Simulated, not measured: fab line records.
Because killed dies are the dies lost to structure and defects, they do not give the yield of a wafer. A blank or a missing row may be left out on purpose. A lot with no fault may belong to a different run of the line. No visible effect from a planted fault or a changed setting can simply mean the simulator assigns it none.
Matching of chambers + flow n5Finfet + 3 sister chambers for N5_BEOL_M1_PECVD_72 on pecvd-04
The step deposits SiO2 from TEOS/O2, target thk 16 nm, time 18 s. 3 wafers are shown with their chamber, then 8 later ones without.

## WAFERS PAIRED WITH THEIR CHAMBERS
| wafer  | chamber | heaterPowerW (W) |
|--------|---------|------------------|
| L082.6 | 2       | 814              |
| L088.6 | 1       | 507              |
| L089.1 | 0       | 703              |

## WAFERS MISSING THEIR CHAMBER
| wafer  | heaterPowerW (W) |
|--------|------------------|
| L089.2 | 537              |
| L089.6 | 697              |
| L093.2 | 525              |
| L093.5 | 529              |
| L093.6 | 762              |
| L094.2 | 570              |
| L094.3 | 752              |
| L094.4 | 690              |

## CHAMBER TAKEN BY EACH
| wafer  | from the rows above     | in truth                   |
|--------|-------------------------|----------------------------|
| L089.2 | 1                       | 1                          |
| L089.6 | 0                       | 0                          |
| L093.2 | 1                       | 1                          |
| L093.5 | 1                       | 1                          |
| L093.6 | can't be placed: 2 or 0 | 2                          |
| L094.2 | can't be placed: 1 or 0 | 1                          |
| L094.3 | can't be placed: 0 or 2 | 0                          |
| L094.4 | 0                       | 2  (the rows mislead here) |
Placed correctly: 4 of 8. From these rows, 3 cannot be placed; in 3 the true chamber is one of the candidates. Placed wrongly: 1.
How it was worked out, from the rows above alone: a wafer's distance from a chamber is the root of the sum, over the readings, of the square of ((its reading less the chamber's mean) divided by the reading's scatter). The wafer belongs to the nearest chamber; if the next one is less than 2 further off, it can't be placed. A chamber's mean is the mean of its shown wafers. The scatter (one wafer shown for each chamber): square how far every hidden wafer sits from the nearest shown wafer, average those squares and take the square root.
